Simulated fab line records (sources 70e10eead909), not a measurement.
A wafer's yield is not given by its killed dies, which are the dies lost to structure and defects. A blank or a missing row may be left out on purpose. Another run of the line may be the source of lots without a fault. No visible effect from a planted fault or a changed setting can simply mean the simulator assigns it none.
Struck lot and sound lot, side by side | flow nand harc | 15 out of 1302 route steps
Sound: the wafers L416.2, L416.4, L416.5. Wafers L423.2, L423.3 were the ones struck. The cause is given at the end.
For every step that has rows: the tool of each side, followed by ch and its chambers, followed by its first start. Under that, the readings that differ: sound wafers | struck wafers | difference of the means | sigmas: that difference in standard deviations of wafers without a fault.
alike: readings with means less than 2 such deviations apart, plus words and numbers identical on both sides. not compared: withheld readings, readings lacking a value on some wafer, bounds such as >300 that could conceal the same value, and numbers that have no deviation in the record and whose values overlap.
Wherever a step has rows on one side only, a row that says differs or no value, or a row with sigmas, the two part there. Numbers that have no deviation but don't overlap get no sigmas and don't part them. A reading missing from all wafers of one side parts the sides only when that side holds two or more wafers.

first, 8 steps without rows for these wafers: NHARC_A_SLIT_DEHYDRATE_01 (time 120 s); NHARC_A_SLIT_HMDS_02 (time 30 s); NHARC_A_SLIT_COAT_03 (resist thk 90 nm); NHARC_A_SLIT_SOFTBAKE_04 (time 55 s); NHARC_A_SLIT_EBR_05; NHARC_A_SLIT_EXPOSE_06 (exposes mask SLIT); NHARC_A_SLIT_PEB_07 (peb time 65 s); NHARC_A_SLIT_DEVELOP_08 (develop time 35 s).
NHARC_A_SLIT_CD_MEAS_09: the cd target is 300 nm.
  sound on cd sem-01 ch 0, day 21 10:58; struck on cd sem-02 ch 0, day 25 09:13
  alike: cd nm
NHARC_A_SLIT_OVL_MEAS_10:
  sound on overlay-01, day 21 11:04; struck on overlay-02, day 25 09:18
  alike: overlay x nm, overlay y nm
NHARC_A_SLIT_INSPECT_11:
  sound on defect inspect-01, day 21 11:05; struck on defect inspect-01, day 25 09:20
  alike: raw defect count
NHARC_A_SLIT_DESCUM_14: chemistry O2, time 3 s.
  sound on rie diel-03 ch 0,2, day 21 11:09; struck on rie diel-03 ch 0,2, day 25 09:23
  alike: drypump motor current A, mfc ar sccm, oes product au, rf vpp V, showerhead plenum p Torr, throttle valve pct
  not compared: rf hours counter h
NHARC_A_SLIT_ETCH_24: etches the open film in CF4/CHF3, target depth 121 nm, time 60.5 s.
  sound on rie diel-03 ch 0,1,3, day 21 11:14; struck on rie diel-03 ch 1,2, day 25 09:29
  reading          | sound          | struck    | difference | sigmas
  run length s (s) | 82.4 81.4 82.6 | 66.9 67.2 | -15.1      | -39
  alike: drypump motor current A, mfc ar sccm, oes product au, rf vpp V, showerhead plenum p Torr, throttle valve pct
  not compared: rf hours counter h
NHARC_A_SLIT_ETCH_15: etches the open film in O2/COS, target depth 6200 nm, time 1612 s.
  sound on rie diel-03 ch 0,1; struck on rie diel-03 ch 1,2
  alike: drypump motor current A, mfc ar sccm, oes product au, rf vpp V, run length s, showerhead plenum p Torr, throttle valve pct
  not compared: rf hours counter h
-- the record jumps here: 5 days lie between the struck wafers' starts before and after (it left off in module A_SLIT and takes up again in module END, whose first step shown is number 1302 of the route) --
NHARC_END_SORT_01:
  the record has rows for the struck wafers here (prober-01 ch 0, day 30 03:59) and none for the sound ones

## WHERE THEY PART
First at NHARC_A_SLIT_ETCH_24; last, within this record, at NHARC_END_SORT_01.

WHY: what the simulator had put in
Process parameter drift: rie diel-03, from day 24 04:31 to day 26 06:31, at NHARC_A_SLIT_ETCH_24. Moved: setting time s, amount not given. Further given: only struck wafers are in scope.
